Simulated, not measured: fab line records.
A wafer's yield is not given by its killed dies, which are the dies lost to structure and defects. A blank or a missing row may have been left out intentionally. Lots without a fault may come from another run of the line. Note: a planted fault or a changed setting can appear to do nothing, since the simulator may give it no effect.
fab line records -- flow n5Finfet
[record] lots = 7, wafers = 39
route steps=1938 shown DUMMY_GATE@237 HKMG_FIN@406
startH: hours from the record's first day to the start of the lot's first wafer shown -- waitH: hours since the lot's step before -- " the same as in the row above -- L1.1+2: a row that stands for several wafers -- - no value present, or no start provided -- * or withheld: withheld -- < > ~ a bound
route shown NAME@n: a module of which the file shows steps, and the number in the route of the first -- usual: mean/standard deviation of fault-free wafers -- same: alike in all rows -- chamber/n: place in a boat -- sites: the reading at each site -- _std_site: the values' standard deviation -- _edge_site: outer sites' mean less inner sites' -- radiusMm: how far each site lies from the wafer's centre -- mask NAME#n: copy n -- behind: the last tool/chamber to shape the wafer -- hold: the reason the lot was held/the length of the hold in hours/how it ended -- device: names the non-switching transistor (n, p or np) -- end of line: tests run on the same wafers once the route is complete -- step lacking rows: just its recipe -- killed: dies lost to structure and defects at the first sort, not the wafer's yield -- map: a wafer's dies, x killed, . not, _ none there
set.NAME: the setting as run; set.NAME@STEP: as run at that earlier step -- model.NAME: the simulator's own value behind a step, which no gauge read
lots whose settings were changed on purpose; a table a step, a row a wafer
[[steps]]
[step N5_DUMMY_GATE_ETCH_37]
[recipe] chemistry = N2/H2, target = SOC, targetDepthA = 600, overetchA = 300, tempC = 40, ionEnergyEv = 200, pressureMtorr = 30, sourceW = 840, biasW = 150, n2FlowSccm = 200, h2FlowSccm = 200
[usual] rfVppV = 524.7/1.8
lot.wafer,tool,chamber,startH,waitH,set.sourceW,rfVppV,model.SiARC_of_DUMMY_GATE_COAT_35.thkNm
L074.1,rieDiel-02,3,51.97,0.0,840,523.5,5.2
L074.2,rieDiel-02,2,51.97,0.0,996.7,497.7,4.6
L074.3,rieDiel-02,1,51.97,0.0,840,524.7,5.2
L074.4,rieDiel-02,1,51.97,0.0,840,524.1,5.2
L074.5,rieDiel-02,2,51.97,0.0,996.7,498.2,4.6
L074.6,rieDiel-02,3,51.97,0.0,996.7,494.5,4.8
L076.1,rieDiel-02,3,60.08,0.0,840,523.4,5.2
L076.3,rieDiel-02,1,60.08,0.0,840,523.7,5.2
L076.6,rieDiel-02,2,60.08,0.0,840,525.0,5
L078.1,rieDiel-06,2,71.59,0.0,840,525.4,4.8
L078.2,rieDiel-06,3,71.59,0.0,1000,491.0,4.4
L078.3,rieDiel-06,0,71.59,0.0,840,527.2,4.6
L078.4,rieDiel-06,1,71.59,0.0,840,526.9,5
L078.5,rieDiel-06,3,71.59,0.0,1000,491.4,4.4
L078.6,rieDiel-06,0,71.59,0.0,1000,498.5,4
L081.1,rieDiel-01,3,88.36,0.0,840,525.5,5
L081.2,rieDiel-01,2,88.36,0.0,700.2,554.4,5.4
L081.3,rieDiel-01,1,88.36,0.0,700.2,558.4,5.6
L081.4,rieDiel-01,0,88.36,0.0,840,525.6,4.8
L081.5,rieDiel-01,0,88.36,0.0,840,525.4,4.8
L081.6,rieDiel-01,3,88.36,0.0,700.2,556.8,5.6
L086.1,rieDiel-02,2,137.06,0.0,840,527.6,5
L086.2,rieDiel-02,3,137.06,0.0,840,524.2,5
L086.3,rieDiel-02,0,137.06,0.0,840,525.4,5
L086.4,rieDiel-02,1,137.06,0.0,840,523.6,5
L086.5,rieDiel-02,0,137.06,0.0,840,524.2,5
L086.6,rieDiel-02,3,137.06,0.0,840,523.0,5.2
L088.1,rieDiel-01,2,143.23,0.0,840,523.4,5
L088.2,rieDiel-01,0,143.23,0.0,840,526.1,4.8
L088.3,rieDiel-01,1,143.23,0.0,993.4,498.9,4.6
L088.4,rieDiel-01,0,143.23,0.0,993.4,495.3,4.4
L088.5,rieDiel-01,1,143.23,0.0,993.4,497.7,4.6
L088.6,rieDiel-01,2,143.23,0.0,840,524.0,4.8
L091.1,rieDiel-02,3,151.54,0.0,840,523.4,5.4
L091.2,rieDiel-02,2,151.54,0.0,944.4,505.1,4.8
L091.3,rieDiel-02,1,151.54,0.0,944.4,503.3,4.8
L091.4,rieDiel-02,0,151.54,0.0,840,526.6,5.2
L091.5,rieDiel-02,2,151.54,0.0,840,525.5,5
L091.6,rieDiel-02,1,151.54,0.0,944.4,503.0,4.8
[step N5_HKMG_FIN_ETCH_58]
[recipe] chemistry = N2/H2, target = SOC, targetDepthA = 2158, ionEnergyEv = 50, biasW = 13, timeS = 741, pressureMtorr = 30, sourceW = 875, n2FlowSccm = 200, h2FlowSccm = 200
[usual] rfVppV = 99.1/0.89
lot.wafer,tool,chamber,startH,waitH,set.biasW,rfVppV
L074.1,rieDiel-03,2,80.72,0.0,13,99.2
L074.2,rieDiel-03,3,80.72,0.0,15.32,110.8
L074.3,rieDiel-03,1,80.72,0.0,15.32,111.5
L074.4,rieDiel-03,0,80.72,0.0,15.32,110.5
L074.5,rieDiel-03,1,80.72,0.0,13,99.6
L074.6,rieDiel-03,0,80.72,0.0,13,98.9
L076.1,rieDiel-05,0,85.98,0.0,13,98.1
L076.3,rieDiel-05,1,85.98,0.0,13,99.6
L076.6,rieDiel-05,3,85.98,0.0,13,99.5
L078.1,rieDiel-04,3,102.74,0.0,15.38,110.2
L078.2,rieDiel-04,0,102.74,0.0,13,100.0
L078.3,rieDiel-04,1,102.74,0.0,13,99.1
L078.4,rieDiel-04,2,102.74,0.0,15.38,112.1
L078.5,rieDiel-04,2,102.74,0.0,15.38,110.3
L078.6,rieDiel-04,3,102.74,0.0,13,97.9
L081.1,rieDiel-04,2,121.52,0.0,13,99.0
L081.2,rieDiel-04,1,121.52,0.0,11.55,91.4
L081.3,rieDiel-04,0,121.52,0.0,13,100.2
L081.4,rieDiel-04,3,121.52,0.0,11.55,91.4
L081.5,rieDiel-04,1,121.52,0.0,13,98.6
L081.6,rieDiel-04,2,121.52,0.0,11.55,92.4
L086.1,rieDiel-05,0,161.14,0.0,14.71,106.9
L086.2,rieDiel-05,2,161.14,0.0,14.71,107.4
L086.3,rieDiel-05,1,161.14,0.0,13,98.2
L086.4,rieDiel-05,3,161.14,0.0,14.71,106.2
L086.5,rieDiel-05,1,161.14,0.0,13,98.6
L086.6,rieDiel-05,0,161.14,0.0,13,97.9
L088.1,rieDiel-04,3,170.28,0.0,10.93,88.5
L088.2,rieDiel-04,0,170.28,0.0,10.93,88.1
L088.3,rieDiel-04,1,170.28,0.0,13,98.7
L088.4,rieDiel-04,3,170.28,0.0,13,99.6
L088.5,rieDiel-04,0,170.28,0.0,10.93,87.5
L088.6,rieDiel-04,1,170.28,0.0,13,97.3
L091.1,rieDiel-03,3,178.64,0.0,13,98.3
L091.2,rieDiel-03,2,178.64,0.0,14.9,108.9
L091.3,rieDiel-03,0,178.64,0.0,13,98.9
L091.4,rieDiel-03,1,178.64,0.0,13,100.9
L091.5,rieDiel-03,2,178.64,0.0,14.9,108.6
L091.6,rieDiel-03,3,178.64,0.0,14.9,109.6
[[key]]
[split] step = N5_DUMMY_GATE_ETCH_37, setting = sourceW, stated = 840, by = wafer
[response] step = N5_DUMMY_GATE_ETCH_37, reading = rfVppV, change = -1.64, per = 1%, r = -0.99
[response] step = N5_DUMMY_GATE_ETCH_37, reading = model.SiARC_of_DUMMY_GATE_COAT_35.thkNm, change = -0.0286, per = 1%, r = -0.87
[split] step = N5_HKMG_FIN_ETCH_58, setting = biasW, stated = 13, by = wafer
[response] step = N5_HKMG_FIN_ETCH_58, reading = rfVppV, change = +0.657, per = 1%, r = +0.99
